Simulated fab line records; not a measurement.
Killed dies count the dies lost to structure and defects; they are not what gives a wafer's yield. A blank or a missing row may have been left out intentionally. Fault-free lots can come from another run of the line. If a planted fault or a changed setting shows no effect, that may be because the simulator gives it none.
fab line records	flow nand-harc	part 2 of 2: steps 5 to 6 of 6
[record] lots = 22	wafers = 66	last-day = 33
route steps=1302 shown A_STAIRCASE@711
lots untouched by any fault: they come from a run of this same line in which no faults occurred
start-h: hours from the record's opening day to when the first of the lot's shown wafers began	wait-h: hours since the lot's step before	" the same as in the row above	L1.1+2: a single row standing in for several wafers	- no value, or no start was given	* or withheld: withheld	< > ~ a bound
route shown NAME@n: NAME is a module with steps in the file, n the number in the route of the first one	usual: mean and standard deviation over wafers with no fault	same: alike in all rows	chamber/n: place in a boat	sites: the reading at each site	_std_site: how widely they spread, as a standard deviation	_edge_site: inner sites' mean taken away from outer sites' mean	radius-mm: for every site, how far away it sits from the centre of the wafer	mask NAME#n: copy n	behind: the most recent tool/chamber to have shaped the wafer	hold: why the lot went on hold/how many hours it stayed there/how the hold came to an end	device: names the non-switching transistor (n, p or np)	end of line: at the end of the route, the tests of the same wafers	a step given without rows: its recipe and nothing more	killed: the dies lost at the first sort to structure and to defects; this is not the yield of the wafer	map: shows each die of a wafer: x if killed, . if not, _ if none is there
set.NAME: setting as actually run; set.NAME@STEP: the setting as run at that earlier step	model.NAME: the simulator's own value behind a step, which no gauge read
the route's steps for a sample of lots (tables are steps, rows are wafers)
services: the hour from which a tool's chamber was out of use, counted from the record's first day as start-h (under 0 if before that day), plus the number of hours and why
[[steps]]
[step NHARC_A_STAIRCASE_ETCH_292]
[recipe] cf4-flow-sccm = 100	chf3-flow-sccm = 30	ar-flow-sccm = 0	rf-w = 500	bias-w = 200	chemistry = CF4/CHF3
[usual] drypump-motor-current-A = 5.8/0.45	oes-product-au = 0.936/0.021	rf-vpp-V = 369.6/2.5	showerhead-plenum-p-Torr = 1.55/0.069	throttle-valve-pct = 16.802/0.0083
lot.wafer	tool	chamber	start-h	wait-h	drypump-motor-current-A	oes-product-au	rf-hours-counter-h	rf-vpp-V	showerhead-plenum-p-Torr	throttle-valve-pct
L074.1	rie-diel-10	3	375.66	0.1	6.1	0.955	39	369.9	1.57	16.802
L074.6	"	2	"	"	5.5	0.954	-	367.4	1.47	16.818
L074.5	"	3	"	"	6.1	0.963	-	369.2	1.57	16.790
L076.3	rie-diel-04	3	395.64	0.1	6.6	0.927	8	371.7	1.62	16.789
L076.1	"	0	"	"	5.3	0.908	9	367.0	1.48	16.812
L076.5	"	3	"	"	6.6	0.934	-	371.4	1.62	16.812
L078.2	rie-diel-10	3	402.46	0.1	6.1	0.900	49	370.4	1.57	16.798
L078.4	"	1	"	"	5.2	0.930	47	371.2	1.63	16.810
L078.1	"	2	"	"	5.6	0.920	48	367.6	1.47	16.790
L077.1	rie-diel-04	0	414.07	0.1	5.4	0.920	17	368.8	1.48	16.806
L077.2	"	2	"	"	5.7	0.950	14	366.6	1.48	16.795
L077.6	"	0	"	"	5.3	0.916	-	367.7	1.48	16.787
L080.2	rie-diel-05	1	429.56	0.1	5.1	0.929	7	369.9	1.53	16.808
L080.4	"	3	"	"	5.6	0.921	3	374.2	1.68	16.797
L080.5	"	1	"	"	5.1	0.930	-	369.0	1.53	16.795
L079.4	rie-diel-04	2	431.67	0.1	5.7	0.950	23	368.8	1.48	16.797
L079.3	"	0	"	"	5.3	0.909	23	367.7	1.48	16.804
L079.2	"	1	"	"	6.6	0.927	22	370.8	1.61	16.800
L081.4	rie-diel-10	1	444.93	0.1	5.2	0.968	5	372.4	1.62	16.789
L081.3	"	2	"	"	5.5	0.975	3	366.1	1.47	16.812
L081.6	"	0	"	"	6.1	0.957	-	367.4	1.47	16.797
L082.2	rie-diel-10	1	452.82	0.1	5.2	0.935	7	371.0	1.62	16.796
L082.5	"	0	"	"	6.1	0.905	-	366.3	1.47	16.799
L082.6	"	1	"	"	5.2	0.922	-	372.3	1.62	16.808
L084.4	rie-diel-10	2	472.62	0.1	5.5	0.977	12	367.7	1.46	16.792
L084.1	"	3	"	"	6.1	0.951	13	370.1	1.56	16.793
L084.6	"	0	"	"	6.2	0.956	-	365.4	1.47	16.813
L083.1	rie-diel-04	1	474.79	0.1	6.6	0.921	35	370.1	1.60	16.795
L083.5	"	0	"	"	5.3	0.911	-	366.3	1.47	16.807
L083.6	"	1	"	"	6.6	0.944	-	369.9	1.60	16.794
L086.3	rie-diel-10	3	484.37	0.1	6.1	0.926	19	371.1	1.56	16.792
L086.2	"	0	"	"	6.1	0.921	19	367.0	1.47	16.800
L086.1	"	2	"	"	5.6	0.939	18	366.4	1.46	16.817
L085.3	rie-diel-05	2	487.91	0.1	5.5	0.937	21	369.9	1.54	16.814
L085.2	"	3	"	"	5.7	0.912	19	374.6	1.68	16.806
L085.5	"	2	"	"	5.6	0.942	-	369.2	1.54	16.813
L089.1	rie-diel-10	3	514.16	0.1	6.1	0.923	31	370.9	1.56	16.796
L089.4	"	1	"	"	5.2	0.913	26	372.5	1.62	16.802
L089.6	"	0	"	"	6.1	0.921	-	366.8	1.46	16.802
L087.3	rie-diel-05	2	518.97	0.1	5.5	0.977	30	368.5	1.53	16.796
L087.4	"	0	"	"	5.8	0.974	33	370.8	1.59	16.811
L087.6	"	3	"	"	5.7	0.963	-	374.7	1.68	16.799
L088.3	rie-diel-04	0	520.78	0.1	5.3	0.915	51	368.1	1.47	16.790
L088.1	"	1	"	"	6.6	0.930	47	372.3	1.60	16.787
L088.6	"	3	"	"	6.6	0.940	-	372.1	1.61	16.816
L091.1	rie-diel-10	2	535.63	0.1	5.6	0.936	33	366.1	1.46	16.804
L091.5	"	1	"	"	5.2	0.915	-	371.9	1.62	16.798
L091.6	"	2	"	"	5.6	0.929	-	365.6	1.46	16.798
L090.1	rie-diel-05	2	537.34	0.1	5.5	0.970	34	369.7	1.53	16.802
L090.3	"	0	"	"	5.8	0.987	37	370.4	1.59	16.784
L090.6	"	3	"	"	5.7	0.958	-	372.6	1.68	16.781
L093.2	rie-diel-04	0	570.86	0.1	5.3	0.924	8	367.1	1.47	16.817
L093.3	"	2	"	"	5.8	0.923	10	367.3	1.47	16.801
L093.6	"	1	"	"	6.6	0.934	-	372.0	1.60	16.809
L092.4	rie-diel-05	3	572.49	0.1	5.7	0.906	49	373.6	1.67	16.792
L092.1	"	0	"	"	5.8	0.939	47	371.6	1.59	16.811
L092.3	"	1	"	"	5.1	0.926	45	367.0	1.52	16.795
L094.3	rie-diel-05	2	581.94	0.3	5.5	0.955	52	370.3	1.53	16.800
L094.6	"	0	"	"	5.8	0.937	-	370.3	1.59	16.806
L094.4	"	2	"	"	5.5	0.948	-	368.6	1.53	16.800
L096.4	rie-diel-04	3	597.27	0.1	6.6	0.928	19	371.6	1.60	16.791
L096.3	"	1	"	"	6.6	0.921	20	371.0	1.59	16.800
L096.6	"	3	"	"	6.6	0.940	-	371.7	1.60	16.803
L097.3	rie-diel-05	0	606.48	0.1	5.8	0.964	4	371.2	1.58	16.806
L097.1	"	1	"	"	5.1	0.964	2	367.8	1.52	16.794
L097.6	"	3	"	"	5.7	0.938	-	372.3	1.67	16.803
[step NHARC_A_STAIRCASE_ETCH_294]
[recipe] target-depth-a = 49890	time-s = 1211.6	ion-energy-ev = 800	c4f8-flow-sccm = 80	o2-flow-sccm = 60	ar-flow-sccm = withheld	rf-w = 600	bias-w = 3000	chemistry = C4F8/O2/Ar
[usual] oes-product-au = 0.933/0.013	rf-vpp-V = 1823/12
lot.wafer	tool	chamber	start-h	wait-h	oes-product-au	rf-hours-counter-h	rf-vpp-V
L074.1	rie-diel-10	2	-	-	0.943	39	1811
L074.6	"	1	"	"	0.930	-	1835
L074.5	"	2	"	"	0.943	-	1810
L076.3	rie-diel-04	1	-	-	0.929	9	1833
L076.1	"	2	"	"	0.938	8	1811
L076.5	"	2	"	"	0.942	-	1812
L078.4	rie-diel-10	1	-	-	0.927	47	1835
L078.1	"	3	"	"	0.930	49	1827
L078.2	"	0	"	"	0.923	50	1809
L077.2	rie-diel-04	3	-	-	0.949	17	1834
L077.1	"	0	"	"	0.914	18	1812
L077.6	"	2	"	"	0.930	-	1812
L080.2	rie-diel-05	0	-	-	0.934	7	1831
L080.4	"	1	"	"	0.939	7	1820
L080.5	"	1	"	"	0.937	-	1818
L079.4	rie-diel-04	0	-	-	0.912	23	1812
L079.2	"	1	"	"	0.938	22	1832
L079.3	"	2	"	"	0.950	23	1812
L081.4	rie-diel-10	2	-	-	0.941	4	1809
L081.3	"	3	"	"	0.932	3	1826
L081.6	"	2	"	"	0.958	-	1808
L082.2	rie-diel-10	3	-	-	0.924	6	1826
L082.6	"	0	"	"	0.905	-	1809
L082.5	"	1	"	"	0.932	-	1833
L084.4	rie-diel-10	3	-	-	0.940	14	1826
L084.1	"	0	"	"	0.948	15	1808
L084.6	"	2	"	"	0.943	-	1809
L083.1	rie-diel-04	2	-	-	0.941	36	1810
L083.5	"	3	"	"	0.949	-	1832
L083.6	"	0	"	"	0.920	-	1810
L086.1	rie-diel-10	0	-	-	0.925	19	1808
L086.2	"	2	"	"	0.947	18	1809
L086.3	"	3	"	"	0.939	19	1825
L085.2	rie-diel-05	0	-	-	0.929	23	1832
L085.3	"	2	"	"	0.953	22	1820
L085.5	"	3	"	"	0.909	-	1843
L089.1	rie-diel-10	2	-	-	0.935	28	1807
L089.4	"	3	"	"	0.916	31	1826
L089.6	"	0	"	"	0.919	-	1809
L087.4	rie-diel-05	1	-	-	0.934	31	1817
L087.3	"	2	"	"	0.956	30	1820
L087.6	"	1	"	"	0.947	-	1817
L088.1	rie-diel-04	1	-	-	0.927	47	1833
L088.3	"	3	"	"	0.943	51	1832
L088.6	"	1	"	"	0.928	-	1831
L091.1	rie-diel-10	0	-	-	0.909	40	1809
L091.5	"	3	"	"	0.917	-	1823
L091.6	"	0	"	"	0.916	-	1809
L090.3	rie-diel-05	3	-	-	0.928	35	1842
L090.1	"	1	"	"	0.949	35	1818
L090.6	"	3	"	"	0.935	-	1843
L093.3	rie-diel-04	1	-	-	0.935	8	1830
L093.2	"	3	"	"	0.939	11	1833
L093.6	"	2	"	"	0.924	-	1808
L092.4	rie-diel-05	3	-	-	0.906	49	1843
L092.1	"	0	"	"	0.949	47	1830
L092.3	"	2	"	"	0.945	49	1819
L094.3	rie-diel-05	2	-	-	0.953	53	1820
L094.6	"	0	"	"	0.943	-	1828
L094.4	"	3	"	"	0.902	-	1843
L096.4	rie-diel-04	1	-	-	0.941	20	1830
L096.3	"	3	"	"	0.934	19	1832
L096.6	"	1	"	"	0.933	-	1830
L097.1	rie-diel-05	0	-	-	0.953	4	1829
L097.3	"	2	"	"	0.965	3	1821
L097.6	"	0	"	"	0.942	-	1827
[[services]]
tool	chamber	start-h	hours	kind
rie-diel-04	-	332.47	2.3	repair
rie-diel-04	0	335.80	-	clean
rie-diel-04	1	335.80	-	clean
rie-diel-04	2	335.80	-	clean
rie-diel-04	3	335.80	-	clean
rie-diel-04	-	355.68	9.0	pm
rie-diel-04	0	355.68	9.0	vent-cycle
rie-diel-04	1	355.68	9.0	vent-cycle
rie-diel-04	2	355.68	9.0	vent-cycle
rie-diel-04	3	355.68	9.0	vent-cycle
rie-diel-10	1	362.18	7.1	repair
rie-diel-04	0	364.68	-	clean
rie-diel-04	2	384.20	2.6	repair
rie-diel-05	-	410.51	9.0	pm
rie-diel-10	-	421.86	9.0	pm
rie-diel-05	3	424.54	4.8	repair
rie-diel-10	1	482.68	6.5	repair
rie-diel-04	3	494.50	4.0	repair
rie-diel-04	-	532.68	9.0	pm
rie-diel-10	2	543.91	4.8	repair
rie-diel-05	-	561.39	0.7	repair
rie-diel-05	1	576.02	10.6	repair
rie-diel-05	-	587.51	9.0	pm
rie-diel-10	-	598.86	9.0	pm
